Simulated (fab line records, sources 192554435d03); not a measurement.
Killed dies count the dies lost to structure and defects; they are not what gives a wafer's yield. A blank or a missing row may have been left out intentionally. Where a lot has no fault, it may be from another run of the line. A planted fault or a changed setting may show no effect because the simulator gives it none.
Chamber matching | flow n5-finfet | N5_MOL_CONTACT_COAG_ETCHBACK_136 on rie-diel-05: 4 sister chambers
The step etches SiO2 in CHF3, target depth 25 nm, time 16.7 s. 16 wafers are shown with their chamber, then 8 later ones without.

## WAFERS WITH THEIR CHAMBER
wafer  | chamber | drypump-motor-current-A (A) | rf-vpp-V (V) | throttle-valve-pct (%)
L075.1 | 0       | 5.2                         | 517          | 18.49
L075.3 | 3       | 4.7                         | 512          | 18.67
L075.4 | 1       | 5.8                         | 509          | 18.83
L077.2 | 0       | 5.2                         | 516          | 18.51
L077.5 | 3       | 4.7                         | 510          | 18.70
L077.6 | 0       | 5.2                         | 517          | 18.52
L082.2 | 0       | 5.2                         | 518          | 18.51
L082.4 | 3       | 4.7                         | 510          | 18.70
L082.5 | 3       | 4.7                         | 511          | 18.71
L087.2 | 2       | 6.0                         | 538          | 18.93
L087.4 | 1       | 5.9                         | 511          | 18.86
L087.6 | 1       | 5.9                         | 508          | 18.86
L089.1 | 0       | 5.2                         | 517          | 18.54
L089.3 | 2       | 6.0                         | 538          | 18.93
L089.6 | 1       | 5.9                         | 510          | 18.86
L090.2 | 3       | 4.7                         | 512          | 18.73

SIGNATURES (averages over the wafers above)
reading                 | chamber 0 | chamber 1 | chamber 2 | chamber 3 | scatter within a chamber
drypump-motor-current-A | 5.200     | 5.875     | 6.000     | 4.700     | 0.025
rf-vpp-V                | 517.00    | 509.50    | 538.00    | 511.00    | 0.957
throttle-valve-pct      | 18.5140   | 18.8525   | 18.9300   | 18.7020   | 0.018
Rule: for each reading, subtract the chamber's mean from the wafer's reading, divide by that reading's scatter and square the result; add these up over the readings and take the root, which gives the wafer's distance from the chamber. The wafer belongs to the nearest chamber; if the next one is less than 2 further off, it can't be placed. The scatter is the square root of a quotient: the sum, over the shown wafers, of each reading's squared deviation from its chamber's mean, divided by wafers minus chambers.

## WAFERS MISSING THEIR CHAMBER
wafer  | drypump-motor-current-A (A) | rf-vpp-V (V) | throttle-valve-pct (%)
L090.4 | 5.9                         | 510          | 18.89
L090.5 | 4.7                         | 511          | 18.74
L091.1 | 6.0                         | 538          | 18.94
L091.4 | 5.2                         | 519          | 18.55
L091.6 | 5.9                         | 509          | 18.89
L096.1 | 5.2                         | 517          | 18.56
L096.4 | 4.7                         | 511          | 18.76
L096.5 | 5.9                         | 510          | 18.89

## WHICH CHAMBER EACH WENT THROUGH
wafer  | from the rows above | in truth
L090.4 | 1                   | 1
L090.5 | 3                   | 3
L091.1 | 2                   | 2
L091.4 | 0                   | 0
L091.6 | 1                   | 1
L096.1 | 0                   | 0
L096.4 | 3                   | 3
L096.5 | 1                   | 1
Placed correctly: 8 of 8. Left unplaced by these rows: 0. Number placed wrongly: 0.
